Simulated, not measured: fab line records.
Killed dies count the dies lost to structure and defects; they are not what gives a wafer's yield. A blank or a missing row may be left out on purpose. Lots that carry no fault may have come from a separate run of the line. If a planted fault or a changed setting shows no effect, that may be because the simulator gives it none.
3 desks looking at one fault -- flow n5Finfet -- only its own numbers are on each desk; what lay behind them is given at the end

## METROLOGY DESK
What the gauges read, lot by lot, whatever tool the lot ran on: means of the sampled wafers that have a number. The brackets show how far a lot's mean lies from the usual mean; more than 4 standard deviations puts the lot out of limits, marked OUT. Of its 11 readings 7 are shown: those that lie furthest out on some lot.
Columns: A = cdNm at N5_BEOL_M2_CD_MEAS_11, usual 16.85 nm; B = DIBL_N at N5_BEOL_M4_RC_MEAS_101, usual 36.1 mV/V; C = DIBL_P at N5_BEOL_M4_RC_MEAS_101, usual 36.3 mV/V; D = IOFF_N at N5_BEOL_M4_RC_MEAS_101, usual 0.16 nA/um; E = ION_N at N5_BEOL_M4_RC_MEAS_101, usual 678 uA/um; F = VT_N at N5_BEOL_M4_RC_MEAS_101, usual 249 mV; G = VT_P at N5_BEOL_M4_RC_MEAS_101, usual -250.0 mV
lot,first seen here,A,B,C,D,E,F,G
L233,day 6 14:19,17.05,34.4,35.0,0.14,659,254,-245.4
L234,day 7 01:23,16.65,36.3,36.9,0.19,684,245,-247.7
L235,day 7 13:46,17.28,36.7,36.6,0.16,674,252,-252.4
L238,day 7 17:25,16.94,36.0,37.4,0.16,679,252,-253.0
L239,day 7 20:34,16.76,35.9,37.0,0.16,681,249,-249.2
L240,day 8 05:23,16.88,34.9,34.3,0.13,664,252,-250.5
L247,day 10 09:05,16.72,36.5,36.4,0.18,680,249,-247.6
L246,day 10 11:13,16.76,39.0,40.3,0.22,695,244,-248.2
L250,day 11 05:24,16.78,34.7,35.7,0.15,664,252,-249.8
L252,day 11 21:24,16.88,34.4,35.2,0.14,675,250,-249.8
L256,day 12 11:19,17.00,35.5,35.8,0.15,674,251,-250.2
Result from this desk: across the 11 lots, nothing is out of limits.

## THE TOOL OWNER'S DESK: rieDiel-05
The tool's own readings at N5_BEOL_M2_STRIP_36 (strips in N2/H2): means of the sampled wafers that have a number, for each lot that ran on this tool. The brackets show how far a lot's mean lies from the usual mean; more than 4 standard deviations puts the lot out of limits, marked OUT.
Columns: A = chamberPressureMTorr at N5_BEOL_M2_STRIP_36, usual 20.00 mTorr; B = drypumpMotorCurrentA at N5_BEOL_M2_STRIP_36, usual 5.8 A; C = oesProductAu at N5_BEOL_M2_STRIP_36, usual 0.82 a.u.; D = rfVppV at N5_BEOL_M2_STRIP_36, usual 59.2 V; E = showerheadPlenumPTorr at N5_BEOL_M2_STRIP_36, usual 2.57 Torr; F = throttleValvePct at N5_BEOL_M2_STRIP_36, usual 23.6 %
lot,first seen here,A,B,C,D,E,F
L233,day 6 20:01,20.02,5.7,0.96,60.5,2.55,23.6
L234,day 7 05:32,20.03,6.0,0.80,59.6,2.60,23.8
L238,day 8 00:52,19.98,5.8,0.75,60.1,2.63,24.0
L239,day 8 03:40,20.01,6.2,0.75,59.6,2.54,23.8
L240,day 8 09:29,20.00,5.9,0.84,58.3,2.54,23.8
L247,day 10 16:26,25.99 (+99 or more) OUT,5.9,0.81,58.9,2.53,23.8
L246,day 11 06:12,25.99 (+99 or more) OUT,5.6,0.87,58.9,2.53,23.7
This desk's verdict: out of limits on L246, L247, starting with L247 at day 10 16:26 (chamberPressureMTorr at N5_BEOL_M2_STRIP_36). In limits: L233, L234, L238, L239, L240.

## THE DEFECT DESK
Counts from the inspections along the route, per lot, as means over the sampled wafers that have a number. The brackets show how far a lot's mean lies from the usual mean; more than 4 standard deviations puts the lot out of limits, marked OUT.
Columns: A = rawDefectCount at N5_BEOL_M2_INSPECT_30, usual 404
lot,first seen here,A
L233,day 6 15:25,358
L234,day 7 02:37,485
L235,day 7 15:32,328
L238,day 7 18:31,438
L239,day 7 22:25,294
L240,day 8 06:49,411
L247,day 10 10:07,466
L246,day 10 12:16,470
L250,day 11 06:22,399
L252,day 11 22:42,636
L256,day 12 12:17,441
Result from this desk: across the 11 lots, nothing is out of limits.

## TAKEN TOGETHER
The tool owner's desk had the chance to raise an alarm at day 10 16:26 on L246, L247.
Metrology desk: nothing out of limits seen.
Nothing the defect desk looked at was out of limits.
The metrology desk has L246, L247 on record, within its limits.
The defect desk has L246, L247 on record, within its limits.
All the named lots went through N5_BEOL_M2_STRIP_36 on rieDiel-05.

## WHAT THE SIMULATOR HAD PUT IN
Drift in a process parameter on rieDiel-05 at N5_BEOL_M2_STRIP_36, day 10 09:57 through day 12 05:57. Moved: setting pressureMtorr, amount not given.
Lots struck among those shown: L246, L247.
Each desk's first reading out of limits, in hours after the fault started: the tool owner's desk, 6.
